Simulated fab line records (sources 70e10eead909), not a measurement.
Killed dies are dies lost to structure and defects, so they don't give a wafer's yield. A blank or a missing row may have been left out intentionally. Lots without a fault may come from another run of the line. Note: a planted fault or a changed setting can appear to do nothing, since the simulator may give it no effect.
fab line records :: flow nandHarc
record
  lots=5
  wafers=15
  lastDay=24
route steps=1159 shown P_ZERO_WELL@31
lots untouched by any fault: they come from a run of this same line in which no faults occurred
startH: the number of hours between the record's first day and the start of the first shown wafer of the lot :: waitH: hours elapsed since this lot's preceding step :: " the same as in the row above :: L1.1+2: a single row standing in for several wafers :: - no value present, or no start provided :: * or withheld: withheld :: < > ~ a bound
route shown NAME@n: names a module that has steps shown in the file, with the first one's number in the route :: usual: mean and standard deviation over wafers with no fault :: same: alike in all rows :: chamber/n: place in a boat :: sites: each site's reading :: _std_site: the standard deviation of these :: _edge_site: outer sites' mean less inner sites' :: radiusMm: how far each site lies from the wafer's centre :: mask NAME#n: copy n :: behind: the most recent tool/chamber to have shaped the wafer :: hold: reason for holding the lot/hours on hold/outcome of the hold :: device: the transistor (n, p or np) that didn't switch :: end of line: the same wafers' tests at the end of the route :: a step without rows: its recipe alone :: killed: not the wafer's yield, but the dies lost to structure and defects at the first sort :: map: shows each die of a wafer: x if killed, . if not, _ if none is there
set.NAME: setting as actually run; set.NAME@STEP: the setting as run at that earlier step :: model.NAME: the simulator's own value behind a step, which no gauge read
lots seen at some steps along the route; tables by step, rows by wafer
services: from which hour (startH, from the record's first day; less than 0 if before it) a tool's chamber was out of use, for how many hours, and why
## steps
# step NHARC_P_ZERO_WELL_DESCUM_26
# recipe
  timeS=3
  o2FlowSccm=200
  arFlowSccm=0
  biasPowerW=0
  chemistry=O2
# usual
  drypumpMotorCurrentA=6.0/0.37
  oesProductAu=0.998/0.0067
  rfVppV=57.7/0.91
  showerheadPlenumPTorr=1.88/0.05
  throttleValvePct=11.311/0.0089
lot.wafer: L083.1
tool: rieDiel-09
chamber: 2
startH: 68.81
waitH: -
drypumpMotorCurrentA: 6.2
oesProductAu: 1.006
rfHoursCounterH: 12
rfVppV: 58.2
showerheadPlenumPTorr: 1.89
throttleValvePct: 11.312

lot.wafer: L083.5
tool: rieDiel-09
chamber: 3
startH: 68.81
waitH: -
drypumpMotorCurrentA: 6.2
oesProductAu: 0.997
rfHoursCounterH: -
rfVppV: 57.4
showerheadPlenumPTorr: 1.98
throttleValvePct: 11.319

lot.wafer: L083.6
tool: rieDiel-09
chamber: 0
startH: 68.81
waitH: -
drypumpMotorCurrentA: 6.1
oesProductAu: 0.987
rfHoursCounterH: -
rfVppV: 56.0
showerheadPlenumPTorr: 1.85
throttleValvePct: 11.314

lot.wafer: L085.2
tool: rieDiel-10
chamber: 1
startH: 80.81
waitH: -
drypumpMotorCurrentA: 5.4
oesProductAu: 1.001
rfHoursCounterH: 4
rfVppV: 58.3
showerheadPlenumPTorr: 1.88
throttleValvePct: 11.315

lot.wafer: L085.4
tool: rieDiel-10
chamber: 2
startH: 80.81
waitH: -
drypumpMotorCurrentA: 6.0
oesProductAu: 0.998
rfHoursCounterH: 4
rfVppV: 59.5
showerheadPlenumPTorr: 1.88
throttleValvePct: 11.295

lot.wafer: L085.6
tool: rieDiel-10
chamber: 0
startH: 80.81
waitH: -
drypumpMotorCurrentA: 5.4
oesProductAu: 0.996
rfHoursCounterH: -
rfVppV: 57.0
showerheadPlenumPTorr: 1.85
throttleValvePct: 11.301

lot.wafer: L091.3
tool: rieDiel-07
chamber: 3
startH: 116.66
waitH: -
drypumpMotorCurrentA: 6.7
oesProductAu: 0.998
rfHoursCounterH: 5
rfVppV: 56.2
showerheadPlenumPTorr: 1.85
throttleValvePct: 11.328

lot.wafer: L091.1
tool: rieDiel-07
chamber: 1
startH: 116.66
waitH: -
drypumpMotorCurrentA: 5.6
oesProductAu: 1.001
rfHoursCounterH: 5
rfVppV: 58.2
showerheadPlenumPTorr: 1.91
throttleValvePct: 11.316

lot.wafer: L091.2
tool: rieDiel-07
chamber: 2
startH: 116.66
waitH: -
drypumpMotorCurrentA: 5.2
oesProductAu: 1.002
rfHoursCounterH: 5
rfVppV: 55.9
showerheadPlenumPTorr: 1.92
throttleValvePct: 11.314

lot.wafer: L094.2
tool: rieDiel-10
chamber: 3
startH: 135.01
waitH: -
drypumpMotorCurrentA: 6.1
oesProductAu: 1.000
rfHoursCounterH: 8
rfVppV: 57.5
showerheadPlenumPTorr: 1.80
throttleValvePct: 11.308

lot.wafer: L094.4
tool: rieDiel-10
chamber: 1
startH: 135.01
waitH: -
drypumpMotorCurrentA: 5.4
oesProductAu: 0.990
rfHoursCounterH: 7
rfVppV: 56.0
showerheadPlenumPTorr: 1.88
throttleValvePct: 11.323

lot.wafer: L094.6
tool: rieDiel-10
chamber: 3
startH: 135.01
waitH: -
drypumpMotorCurrentA: 6.1
oesProductAu: 1.006
rfHoursCounterH: -
rfVppV: 57.9
showerheadPlenumPTorr: 1.80
throttleValvePct: 11.299

lot.wafer: L095.1
tool: rieDiel-07
chamber: 3
startH: 140.59
waitH: -
drypumpMotorCurrentA: 6.7
oesProductAu: 0.995
rfHoursCounterH: 6
rfVppV: 58.1
showerheadPlenumPTorr: 1.85
throttleValvePct: 11.308

lot.wafer: L095.6
tool: rieDiel-07
chamber: 1
startH: 140.59
waitH: -
drypumpMotorCurrentA: 5.7
oesProductAu: 0.994
rfHoursCounterH: -
rfVppV: 57.4
showerheadPlenumPTorr: 1.91
throttleValvePct: 11.325

lot.wafer: L095.5
tool: rieDiel-07
chamber: 2
startH: 140.59
waitH: -
drypumpMotorCurrentA: 5.2
oesProductAu: 1.002
rfHoursCounterH: -
rfVppV: 57.8
showerheadPlenumPTorr: 1.92
throttleValvePct: 11.321
# step NHARC_P_ZERO_WELL_IMPLANT_27
# recipe
  energyKev=600
  doseCm2=1e+13
  tiltDeg=7
lot.wafer: L083.1+5+6
tool: implanter-01
chamber: 0
startH: 68.92
waitH: 0.1

lot.wafer: L085.2+4+6
tool: implanter-01
chamber: 0
startH: 80.97
waitH: 0.1

lot.wafer: L091.1+2+3
tool: implanter-01
chamber: 0
startH: 116.81
waitH: 0.1

lot.wafer: L094.2+4+6
tool: implanter-02
chamber: 0
startH: 135.17
waitH: 0.2

lot.wafer: L095.1+5+6
tool: implanter-02
chamber: 0
startH: 140.71
waitH: 0.1
# step NHARC_P_ZERO_WELL_IMPLANT_57
# recipe
  energyKev=250
  doseCm2=4e+12
  tiltDeg=7
lot.wafer: L083.1+5+6
tool: implanter-01
chamber: 0
startH: 69.11
waitH: 0.2

lot.wafer: L085.2+4+6
tool: implanter-01
chamber: 0
startH: 81.15
waitH: 0.1

lot.wafer: L091.1+2+3
tool: implanter-01
chamber: 0
startH: 116.98
waitH: 0.1

lot.wafer: L094.2+4+6
tool: implanter-02
chamber: 0
startH: 135.36
waitH: 0.2

lot.wafer: L095.1+5+6
tool: implanter-02
chamber: 0
startH: 140.89
waitH: 0.2
# step NHARC_P_ZERO_WELL_IMPLANT_58
# recipe
  energyKev=100
  doseCm2=2e+12
  tiltDeg=7
lot.wafer: L083.1+5+6
tool: implanter-01
chamber: 0
startH: 69.29
waitH: 0.2

lot.wafer: L085.2+4+6
tool: implanter-01
chamber: 0
startH: 81.33
waitH: 0.1

lot.wafer: L091.1+2+3
tool: implanter-01
chamber: 0
startH: 117.17
waitH: 0.2

lot.wafer: L094.2+4+6
tool: implanter-02
chamber: 0
startH: 135.53
waitH: 0.1

lot.wafer: L095.1+5+6
tool: implanter-02
chamber: 0
startH: 141.07
waitH: 0.1
# step NHARC_P_ZERO_WELL_STRIP_28
# recipe
  timeS=840
  tempC=130
  chemistry=SPM
# usual
  bathHeatDutyPct=14.9/1.9
  tempC=130.00/0.13
lot.wafer: L083.5
tool: wetBench-04
chamber: 1
startH: 69.51
waitH: 0.1
bathHeatDutyPct: 13.8
tempC: 130.02

lot.wafer: L083.1
tool: wetBench-04
chamber: 3
startH: 69.51
waitH: 0.1
bathHeatDutyPct: 16.2
tempC: 129.91

lot.wafer: L083.6
tool: wetBench-04
chamber: 5
startH: 69.51
waitH: 0.1
bathHeatDutyPct: 13.7
tempC: 130.16

lot.wafer: L085.6
tool: wetBench-06
chamber: 5
startH: 81.51
waitH: 0.0
bathHeatDutyPct: 12.9
tempC: 130.04

lot.wafer: L085.4
tool: wetBench-06
chamber: 6
startH: 81.51
waitH: 0.0
bathHeatDutyPct: 13.1
tempC: 130.23

lot.wafer: L085.2
tool: wetBench-06
chamber: 2
startH: 81.51
waitH: 0.0
bathHeatDutyPct: 14.6
tempC: 129.84

lot.wafer: L091.3
tool: wetBench-06
chamber: 4
startH: 117.38
waitH: 0.1
bathHeatDutyPct: 13.6
tempC: 129.89

lot.wafer: L091.2
tool: wetBench-06
chamber: 6
startH: 117.38
waitH: 0.1
bathHeatDutyPct: 13.3
tempC: 129.75

lot.wafer: L091.1
tool: wetBench-06
chamber: 0
startH: 117.38
waitH: 0.1
bathHeatDutyPct: 15.2
tempC: 129.90

lot.wafer: L094.4
tool: wetBench-09
chamber: 0
startH: 135.73
waitH: 0.1
bathHeatDutyPct: 15.7
tempC: 130.07

lot.wafer: L094.6
tool: wetBench-09
chamber: 2
startH: 135.73
waitH: 0.1
bathHeatDutyPct: 13.3
tempC: 130.06

lot.wafer: L094.2
tool: wetBench-09
chamber: 3
startH: 135.73
waitH: 0.1
bathHeatDutyPct: 19.2
tempC: 129.81

lot.wafer: L095.6
tool: wetBench-09
chamber: 5
startH: 141.31
waitH: 0.1
bathHeatDutyPct: 14.6
tempC: 129.98

lot.wafer: L095.1
tool: wetBench-09
chamber: 6
startH: 141.31
waitH: 0.1
bathHeatDutyPct: 16.5
tempC: 130.01

lot.wafer: L095.5
tool: wetBench-09
chamber: 0
startH: 141.31
waitH: 0.1
bathHeatDutyPct: 14.7
tempC: 129.91
# step NHARC_P_ZERO_WELL_DEHYDRATE_29
# recipe
  tempC=150
  timeS=120
lot.wafer: L083.1+5+6
tool: lithoTrack-07
chamber: 0
startH: 69.83
waitH: -

lot.wafer: L085.2+4+6
tool: lithoTrack-03
chamber: 0
startH: 81.85
waitH: -

lot.wafer: L091.1+2+3
tool: lithoTrack-07
chamber: 0
startH: 117.72
waitH: -

lot.wafer: L094.2+4+6
tool: lithoTrack-02
chamber: 0
startH: 136.05
waitH: -

lot.wafer: L095.1+5+6
tool: lithoTrack-07
chamber: 0
startH: 141.64
waitH: -
# step NHARC_P_ZERO_WELL_HMDS_30
# recipe
  timeS=30
lot.wafer: L083.1+5+6
tool: lithoTrack-07
chamber: 0
startH: -
waitH: -

lot.wafer: L085.2+4+6
tool: lithoTrack-03
chamber: 0
startH: -
waitH: -

lot.wafer: L091.1+2+3
tool: lithoTrack-07
chamber: 0
startH: -
waitH: -

lot.wafer: L094.2+4+6
tool: lithoTrack-02
chamber: 0
startH: -
waitH: -

lot.wafer: L095.1+5+6
tool: lithoTrack-07
chamber: 0
startH: -
waitH: -
# step NHARC_P_ZERO_WELL_COAT_31
# recipe
  spinRpm=withheld
lot.wafer: L083.1+5+6
tool: lithoTrack-07
chamber: 0
startH: -
waitH: -

lot.wafer: L085.2+4+6
tool: lithoTrack-03
chamber: 0
startH: -
waitH: -

lot.wafer: L091.1+2+3
tool: lithoTrack-07
chamber: 0
startH: -
waitH: -

lot.wafer: L094.2+4+6
tool: lithoTrack-02
chamber: 0
startH: -
waitH: -

lot.wafer: L095.1+5+6
tool: lithoTrack-07
chamber: 0
startH: -
waitH: -
# step NHARC_P_ZERO_WELL_SOFTBAKE_32
# recipe
  tempC=122
  timeS=95
lot.wafer: L083.1+5+6
tool: lithoTrack-07
chamber: 0
startH: -
waitH: -

lot.wafer: L085.2+4+6
tool: lithoTrack-03
chamber: 0
startH: -
waitH: -

lot.wafer: L091.1+2+3
tool: lithoTrack-07
chamber: 0
startH: -
waitH: -

lot.wafer: L094.2+4+6
tool: lithoTrack-02
chamber: 0
startH: -
waitH: -

lot.wafer: L095.1+5+6
tool: lithoTrack-07
chamber: 0
startH: -
waitH: -
# step NHARC_P_ZERO_WELL_EBR_33
lot.wafer: L083.1+5+6
tool: lithoTrack-07
chamber: 0
startH: -
waitH: -

lot.wafer: L085.2+4+6
tool: lithoTrack-03
chamber: 0
startH: -
waitH: -

lot.wafer: L091.1+2+3
tool: lithoTrack-07
chamber: 0
startH: -
waitH: -

lot.wafer: L094.2+4+6
tool: lithoTrack-02
chamber: 0
startH: -
waitH: -

lot.wafer: L095.1+5+6
tool: lithoTrack-07
chamber: 0
startH: -
waitH: -
# step NHARC_P_ZERO_WELL_EXPOSE_34
# recipe
  na=0.6
  targetCdNm=720
  doseMj=22.31
  maskId=P_PWELL
lot.wafer: L083.1+5+6
tool: krfScanner-01
chamber: 0
startH: 70.10
waitH: -
mask: P_PWELL#0

lot.wafer: L085.2+4+6
tool: krfScanner-04
chamber: 0
startH: 82.12
waitH: -
mask: P_PWELL#0

lot.wafer: L091.1+2+3
tool: krfScanner-01
chamber: 0
startH: 118.00
waitH: -
mask: P_PWELL#0

lot.wafer: L094.2+4+6
tool: krfScanner-03
chamber: 0
startH: 136.32
waitH: -
mask: P_PWELL#0

lot.wafer: L095.1+5+6
tool: krfScanner-04
chamber: 0
startH: 141.91
waitH: -
mask: P_PWELL#0
# step NHARC_P_ZERO_WELL_PEB_35
# recipe
  pebTempC=118
  pebTimeS=85
lot.wafer: L083.1+5+6
tool: lithoTrack-07
chamber: 0
startH: 70.17
waitH: 0.1

lot.wafer: L085.2+4+6
tool: lithoTrack-07
chamber: 0
startH: 82.18
waitH: 0.1

lot.wafer: L091.1+2+3
tool: lithoTrack-02
chamber: 0
startH: 118.06
waitH: 0.1

lot.wafer: L094.2+4+6
tool: lithoTrack-07
chamber: 0
startH: 136.39
waitH: 0.1

lot.wafer: L095.1+5+6
tool: lithoTrack-07
chamber: 0
startH: 141.97
waitH: 0.1
# step NHARC_P_ZERO_WELL_DEVELOP_36
# recipe
  timeS=70
lot.wafer: L083.1+5+6
tool: lithoTrack-07
chamber: 0
startH: -
waitH: -

lot.wafer: L085.2+4+6
tool: lithoTrack-07
chamber: 0
startH: -
waitH: -

lot.wafer: L091.1+2+3
tool: lithoTrack-02
chamber: 0
startH: -
waitH: -

lot.wafer: L094.2+4+6
tool: lithoTrack-07
chamber: 0
startH: -
waitH: -

lot.wafer: L095.1+5+6
tool: lithoTrack-07
chamber: 0
startH: -
waitH: -
# step NHARC_P_ZERO_WELL_CD_MEAS_37
# recipe
  targetCdNm=720
  landingEnergyEv=500
# usual
  cdNm=720.3/1.3
# same
  landingEnergyEv=500
lot.wafer: L083.1
tool: cdSem-01
chamber: 0
startH: 70.27
waitH: -
cdNm: 719.6

lot.wafer: L083.5
tool: cdSem-01
chamber: 0
startH: 70.27
waitH: -
cdNm: 720.9

lot.wafer: L083.6
tool: cdSem-01
chamber: 0
startH: 70.27
waitH: -
cdNm: 719.7

lot.wafer: L085.2
tool: cdSem-02
chamber: 0
startH: 82.27
waitH: -
cdNm: 720.6

lot.wafer: L085.4
tool: cdSem-02
chamber: 0
startH: 82.27
waitH: -
cdNm: 719.8

lot.wafer: L085.6
tool: cdSem-02
chamber: 0
startH: 82.27
waitH: -
cdNm: 719.1

lot.wafer: L091.1
tool: cdSem-03
chamber: 0
startH: 118.15
waitH: -
cdNm: 721.5

lot.wafer: L091.2
tool: cdSem-03
chamber: 0
startH: 118.15
waitH: -
cdNm: 718.8

lot.wafer: L091.3
tool: cdSem-03
chamber: 0
startH: 118.15
waitH: -
cdNm: 720.4

lot.wafer: L094.2
tool: cdSem-03
chamber: 0
startH: 136.48
waitH: -
cdNm: 721.5

lot.wafer: L094.4
tool: cdSem-03
chamber: 0
startH: 136.48
waitH: -
cdNm: 721.3

lot.wafer: L094.6
tool: cdSem-03
chamber: 0
startH: 136.48
waitH: -
cdNm: 721.0

lot.wafer: L095.1
tool: cdSem-02
chamber: 0
startH: 142.06
waitH: -
cdNm: 719.3

lot.wafer: L095.5
tool: cdSem-02
chamber: 0
startH: 142.06
waitH: -
cdNm: 720.8

lot.wafer: L095.6
tool: cdSem-02
chamber: 0
startH: 142.06
waitH: -
cdNm: 717.8
# step NHARC_P_ZERO_WELL_HARDBAKE_38
# recipe
  tempC=125
  timeS=80
lot.wafer: L083.1+5+6
tool: lithoTrack-07
chamber: 0
startH: 70.35
waitH: -

lot.wafer: L085.2+4+6
tool: lithoTrack-02
chamber: 0
startH: 82.35
waitH: -

lot.wafer: L091.1+2+3
tool: lithoTrack-03
chamber: 0
startH: 118.25
waitH: -

lot.wafer: L094.2+4+6
tool: lithoTrack-03
chamber: 0
startH: 136.56
waitH: -

lot.wafer: L095.1+5+6
tool: lithoTrack-03
chamber: 0
startH: 142.14
waitH: -
# step NHARC_P_ZERO_WELL_DESCUM_39
# recipe
  timeS=3
  o2FlowSccm=200
  arFlowSccm=0
  biasPowerW=0
  chemistry=O2
# usual
  drypumpMotorCurrentA=5.8/0.4
  oesProductAu=0.999/0.0069
  rfVppV=57.6/0.78
  showerheadPlenumPTorr=1.87/0.039
  throttleValvePct=11.311/0.0092
lot.wafer: L083.1
tool: rieDiel-07
chamber: 1
startH: 70.46
waitH: -
drypumpMotorCurrentA: 5.7
oesProductAu: 1.003
rfHoursCounterH: 0
rfVppV: 57.4
showerheadPlenumPTorr: 1.91
throttleValvePct: 11.313

lot.wafer: L083.6
tool: rieDiel-07
chamber: 3
startH: 70.46
waitH: -
drypumpMotorCurrentA: 6.7
oesProductAu: 0.997
rfHoursCounterH: -
rfVppV: 58.8
showerheadPlenumPTorr: 1.85
throttleValvePct: 11.317

lot.wafer: L083.5
tool: rieDiel-07
chamber: 1
startH: 70.46
waitH: -
drypumpMotorCurrentA: 5.7
oesProductAu: 1.008
rfHoursCounterH: -
rfVppV: 58.2
showerheadPlenumPTorr: 1.91
throttleValvePct: 11.306

lot.wafer: L085.2
tool: rieDiel-10
chamber: 1
startH: 82.43
waitH: -
drypumpMotorCurrentA: 5.5
oesProductAu: 1.009
rfHoursCounterH: 4
rfVppV: 57.2
showerheadPlenumPTorr: 1.88
throttleValvePct: 11.301

lot.wafer: L085.4
tool: rieDiel-10
chamber: 2
startH: 82.43
waitH: -
drypumpMotorCurrentA: 6.0
oesProductAu: 1.000
rfHoursCounterH: 4
rfVppV: 58.7
showerheadPlenumPTorr: 1.88
throttleValvePct: 11.320

lot.wafer: L085.6
tool: rieDiel-10
chamber: 2
startH: 82.43
waitH: -
drypumpMotorCurrentA: 6.0
oesProductAu: 0.998
rfHoursCounterH: -
rfVppV: 57.9
showerheadPlenumPTorr: 1.88
throttleValvePct: 11.315

lot.wafer: L091.3
tool: rieDiel-10
chamber: 1
startH: 118.33
waitH: -
drypumpMotorCurrentA: 5.5
oesProductAu: 0.998
rfHoursCounterH: 5
rfVppV: 57.3
showerheadPlenumPTorr: 1.88
throttleValvePct: 11.318

lot.wafer: L091.1
tool: rieDiel-10
chamber: 2
startH: 118.33
waitH: -
drypumpMotorCurrentA: 6.0
oesProductAu: 0.994
rfHoursCounterH: 5
rfVppV: 57.4
showerheadPlenumPTorr: 1.88
throttleValvePct: 11.294

lot.wafer: L091.2
tool: rieDiel-10
chamber: 0
startH: 118.33
waitH: -
drypumpMotorCurrentA: 5.4
oesProductAu: 1.002
rfHoursCounterH: 7
rfVppV: 56.9
showerheadPlenumPTorr: 1.85
throttleValvePct: 11.324

lot.wafer: L094.4
tool: rieDiel-10
chamber: 0
startH: 136.65
waitH: -
drypumpMotorCurrentA: 5.4
oesProductAu: 0.991
rfHoursCounterH: 8
rfVppV: 57.7
showerheadPlenumPTorr: 1.85
throttleValvePct: 11.322

lot.wafer: L094.2
tool: rieDiel-10
chamber: 2
startH: 136.65
waitH: -
drypumpMotorCurrentA: 6.0
oesProductAu: 0.994
rfHoursCounterH: 7
rfVppV: 57.6
showerheadPlenumPTorr: 1.88
throttleValvePct: 11.316

lot.wafer: L094.6
tool: rieDiel-10
chamber: 0
startH: 136.65
waitH: -
drypumpMotorCurrentA: 5.4
oesProductAu: 0.996
rfHoursCounterH: -
rfVppV: 58.7
showerheadPlenumPTorr: 1.85
throttleValvePct: 11.315

lot.wafer: L095.1
tool: rieDiel-10
chamber: 3
startH: 142.25
waitH: -
drypumpMotorCurrentA: 6.1
oesProductAu: 0.988
rfHoursCounterH: 8
rfVppV: 57.3
showerheadPlenumPTorr: 1.80
throttleValvePct: 11.314

lot.wafer: L095.6
tool: rieDiel-10
chamber: 1
startH: 142.25
waitH: -
drypumpMotorCurrentA: 5.4
oesProductAu: 0.992
rfHoursCounterH: -
rfVppV: 58.3
showerheadPlenumPTorr: 1.88
throttleValvePct: 11.321

lot.wafer: L095.5
tool: rieDiel-10
chamber: 2
startH: 142.25
waitH: -
drypumpMotorCurrentA: 6.0
oesProductAu: 0.985
rfHoursCounterH: -
rfVppV: 58.1
showerheadPlenumPTorr: 1.88
throttleValvePct: 11.330
# step NHARC_P_ZERO_WELL_IMPLANT_40
# recipe
  energyKev=300
  doseCm2=1e+13
  tiltDeg=7
lot.wafer: L083.1+5+6
tool: implanter-02
chamber: 0
startH: 70.60
waitH: 0.1

lot.wafer: L085.2+4+6
tool: implanter-02
chamber: 0
startH: 82.61
waitH: 0.2

lot.wafer: L091.1+2+3
tool: implanter-02
chamber: 0
startH: 118.47
waitH: 0.1

lot.wafer: L094.2+4+6
tool: implanter-02
chamber: 0
startH: 136.81
waitH: 0.1

lot.wafer: L095.1+5+6
tool: implanter-02
chamber: 0
startH: 142.37
waitH: 0.1
## services
tool: rieDiel-09
chamber: 1
startH: 44.83
hours: 23.5
kind: repair

tool: wetBench-09
chamber: -
startH: 47.71
hours: 1.0
kind: repair

tool: rieDiel-07
chamber: -
startH: 51.20
hours: 9.0
kind: pm

tool: rieDiel-10
chamber: 0
startH: 57.50
hours: -
kind: clean

tool: rieDiel-10
chamber: 1
startH: 57.50
hours: -
kind: clean

tool: rieDiel-10
chamber: 2
startH: 57.50
hours: -
kind: clean

tool: rieDiel-10
chamber: 3
startH: 57.50
hours: -
kind: clean

tool: rieDiel-07
chamber: 2
startH: 61.90
hours: 10.6
kind: repair

tool: krfScanner-01
chamber: -
startH: 71.73
hours: 0.3
kind: repair

tool: rieDiel-09
chamber: -
startH: 77.10
hours: 9.0
kind: pm

tool: implanter-01
chamber: -
startH: 83.36
hours: 1.0
kind: repair

tool: krfScanner-01
chamber: -
startH: 84.00
hours: 4.0
kind: pm

tool: implanter-02
chamber: -
startH: 85.00
hours: 13.0
kind: pm

tool: rieDiel-10
chamber: 1
startH: 104.25
hours: 3.8
kind: repair

tool: rieDiel-07
chamber: 0
startH: 105.43
hours: 8.5
kind: repair

tool: krfScanner-04
chamber: -
startH: 107.06
hours: 0.6
kind: repair

tool: wetBench-09
chamber: -
startH: 112.80
hours: 8.0
kind: pm

tool: krfScanner-03
chamber: -
startH: 115.68
hours: 0.6
kind: repair

tool: krfScanner-04
chamber: -
startH: 117.85
hours: 0.8
kind: repair

tool: wetBench-06
chamber: -
startH: 118.85
hours: 204.0
kind: repair

tool: implanter-01
chamber: -
startH: 125.22
hours: 1.1
kind: repair

tool: krfScanner-04
chamber: -
startH: 126.00
hours: 4.0
kind: pm

tool: rieDiel-09
chamber: 3
startH: 126.59
hours: 25.4
kind: repair

tool: rieDiel-09
chamber: 1
startH: 134.57
hours: 4.0
kind: repair
## key
fault none
